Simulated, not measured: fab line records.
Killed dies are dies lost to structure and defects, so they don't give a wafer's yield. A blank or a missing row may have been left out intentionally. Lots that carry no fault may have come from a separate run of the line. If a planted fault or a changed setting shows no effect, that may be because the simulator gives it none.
Split-lot experiment :: flow n5Finfet :: 21 wafers read from 7 lots, route of 1938 steps

## THE SPLIT ITSELF
At N5_BEOL_M0_SAQP_PECVD_96 (deposits a-Si from SiH4/He, target thk 45 nm, time 45.2 s), the setting timeS was moved away from the recipe's 45.2 s on 7 of the 21 wafers read, by -13.0% to +11.4%. For the rest of the wafers, this setting stayed at what the recipe calls for.

## FROM THE SPLIT TO THE READING: what the file shows between them, 3 steps
- N5_BEOL_M0_SAQP_DEVELOP_13: develop time 30 s (also split here: developTimeS)
- N5_BEOL_M0_SAQP_ETCH_101: etches SiNx in CH3F/O2, target depth 29.9 nm, time 42.7 s
- N5_BEOL_M0_SAQP_ETCH_102: etches SiO2 in CF4, target depth 4 nm, time 4.4 s

## THE READING
oesProductAu, in a.u., at N5_BEOL_M0_SAQP_MANDREL_ETCH_103 (etches a-Si in HBr/Cl2, stops on SiCN, target depth 45 nm, bt time 10 s, time 27 s). Fault-free wafers of this fab line usually give 0.682 a.u., standard deviation 0.012 a.u.

wafer: L076.2
tool, chamber at the split: pecvd-04, 1
timeS as run, s: 45.2
against the recipe: recipe
oesProductAu, a.u.: 0.680
against lot-mates on the recipe: -

wafer: L076.4
tool, chamber at the split: pecvd-04, 0
timeS as run, s: 45.2
against the recipe: recipe
oesProductAu, a.u.: 0.692
against lot-mates on the recipe: -

wafer: L076.5
tool, chamber at the split: pecvd-04, 1
timeS as run, s: 50.35
against the recipe: +11.4%
oesProductAu, a.u.: 0.712
against lot-mates on the recipe: +0.026

wafer: L083.3
tool, chamber at the split: pecvd-04, 1,0
timeS as run, s: 45.2
against the recipe: recipe
oesProductAu, a.u.: 0.680
against lot-mates on the recipe: -

wafer: L083.4
tool, chamber at the split: pecvd-04, 1,0
timeS as run, s: 45.2
against the recipe: recipe
oesProductAu, a.u.: 0.687
against lot-mates on the recipe: -

wafer: L083.5
tool, chamber at the split: pecvd-04, 1
timeS as run, s: 45.2
against the recipe: recipe
oesProductAu, a.u.: 0.697
against lot-mates on the recipe: -

wafer: L085.3
tool, chamber at the split: pecvd-04, 2
timeS as run, s: 45.2
against the recipe: recipe
oesProductAu, a.u.: 0.679
against lot-mates on the recipe: -

wafer: L085.4
tool, chamber at the split: pecvd-04, 0
timeS as run, s: 40.03
against the recipe: -11.4%
oesProductAu, a.u.: 0.650
against lot-mates on the recipe: -0.029

wafer: L085.5
tool, chamber at the split: pecvd-04, 1
timeS as run, s: 40.03
against the recipe: -11.4%
oesProductAu, a.u.: 0.645
against lot-mates on the recipe: -0.034

wafer: L086.1
tool, chamber at the split: pecvd-02, 0
timeS as run, s: 39.34
against the recipe: -13.0%
oesProductAu, a.u.: 0.636
against lot-mates on the recipe: -0.043

wafer: L086.3
tool, chamber at the split: pecvd-02, 1
timeS as run, s: 45.2
against the recipe: recipe
oesProductAu, a.u.: 0.685
against lot-mates on the recipe: -

wafer: L086.5
tool, chamber at the split: pecvd-02, 0
timeS as run, s: 45.2
against the recipe: recipe
oesProductAu, a.u.: 0.673
against lot-mates on the recipe: -

wafer: L088.2
tool, chamber at the split: pecvd-03, 0
timeS as run, s: 45.2
against the recipe: recipe
oesProductAu, a.u.: 0.669
against lot-mates on the recipe: -

wafer: L088.3
tool, chamber at the split: pecvd-03, 2
timeS as run, s: 45.2
against the recipe: recipe
oesProductAu, a.u.: 0.697
against lot-mates on the recipe: -

wafer: L088.6
tool, chamber at the split: pecvd-03, 1
timeS as run, s: 48.45
against the recipe: +7.2%
oesProductAu, a.u.: 0.690
against lot-mates on the recipe: +0.007

wafer: L089.1
tool, chamber at the split: pecvd-02, 2
timeS as run, s: 48.31
against the recipe: +6.9%
oesProductAu, a.u.: 0.704
against lot-mates on the recipe: +0.035

wafer: L089.3
tool, chamber at the split: pecvd-02, 0
timeS as run, s: 48.31
against the recipe: +6.9%
oesProductAu, a.u.: 0.703
against lot-mates on the recipe: +0.034

wafer: L089.4
tool, chamber at the split: pecvd-02, 0
timeS as run, s: 45.2
against the recipe: recipe
oesProductAu, a.u.: 0.669
against lot-mates on the recipe: -

wafer: L095.2
tool, chamber at the split: pecvd-02, 1,0
timeS as run, s: 45.2
against the recipe: recipe
oesProductAu, a.u.: 0.677
against lot-mates on the recipe: -

wafer: L095.3
tool, chamber at the split: pecvd-02, 1,0
timeS as run, s: 45.2
against the recipe: recipe
oesProductAu, a.u.: 0.687
against lot-mates on the recipe: -

wafer: L095.5
tool, chamber at the split: pecvd-02, 1
timeS as run, s: 45.2
against the recipe: recipe
oesProductAu, a.u.: 0.684
against lot-mates on the recipe: -
When a row names more than one chamber, that row covers several wafers, and the file does not tell which wafer ran in which chamber.

FIT RESULTS
A straight line over all 21 wafers: oesProductAu changes by +0.00294 a.u. for each +1% of timeS; r = +0.91; the points scatter about the line by 0.0084 a.u.
The same after taking each lot's own level away (the mean of its wafers on the recipe; 21 wafers): +0.00298 a.u. for each +1%; r = +0.90; scatter 0.0087 a.u.
That fit puts the effect of the largest move of timeS on the reading at 0.039 a.u.
From 0.6690 to 0.6880 a.u.: that is the span of the lots' own levels, equal to 1.6 times the standard deviation above.
The two slopes agree, so the slope changes little with the lot-to-lot level.
Check: with one of the wafers moved furthest among these (-13.0%) left out of the fit, the line predicts -0.0364 a.u. for it against its lot-mates. Against them it came out at -0.043 a.u.

## OTHER SPLITS APPLIED TO THESE WAFERS
These wafers also went through other splits before the reading. Each is held against what the fit with the lots' levels taken away leaves over:
other split on the same wafers: N5_GATE_CUT_ETCH_36 cf4FlowSccm
wafers away from the commonest value: 7
r with oesProductAu (lot level and that fit taken away): +0.04

other split on the same wafers: N5_MOL_CONTACT_COAG_VIA_ETCH_46 biasW
wafers away from the commonest value: 7
r with oesProductAu (lot level and that fit taken away): -0.46

other split on the same wafers: N5_MOL_CONTACT_COAG_COAT_64 spinRpm
wafers away from the commonest value: 7
r with oesProductAu (lot level and that fit taken away): -0.48

other split on the same wafers: N5_BEOL_M0_SAQP_DEVELOP_13 developTimeS
wafers away from the commonest value: 5
r with oesProductAu (lot level and that fit taken away): +0.53

## THE WHOLE CHAIN: every reading that the file lists as answering this split, in the file's order
step: N5_BEOL_M0_SAQP_PECVD_96
what it does: deposits a-Si from SiH4/He, target thk 45 nm, time 45.2 s
reading: a-Si_of_BEOL_M0_SAQP_PECVD_96.thkNm (the simulator's own value, which no gauge read)
change (the file's fit): +0.436 nm for each +1% of the setting
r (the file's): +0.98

step: N5_BEOL_M0_SAQP_MANDREL_ETCH_103
what it does: etches a-Si in HBr/Cl2, stops on SiCN, target depth 45 nm, bt time 10 s, time 27 s
reading: oesProductAu
change (the file's fit): +0.00285 a.u. for each +1% of the setting
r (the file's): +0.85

step: N5_BEOL_M0_SAQP_MANDREL_ETCH_103
what it does: etches a-Si in HBr/Cl2, stops on SiCN, target depth 45 nm, bt time 10 s, time 27 s
reading: etch.depthNm (the simulator's own value, which no gauge read)
change (the file's fit): +0.437 nm for each +1% of the setting
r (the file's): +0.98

## THE FILE'S OWN FIT
oesProductAu changes by +0.00285 a.u. for each +1% of timeS, r = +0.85.
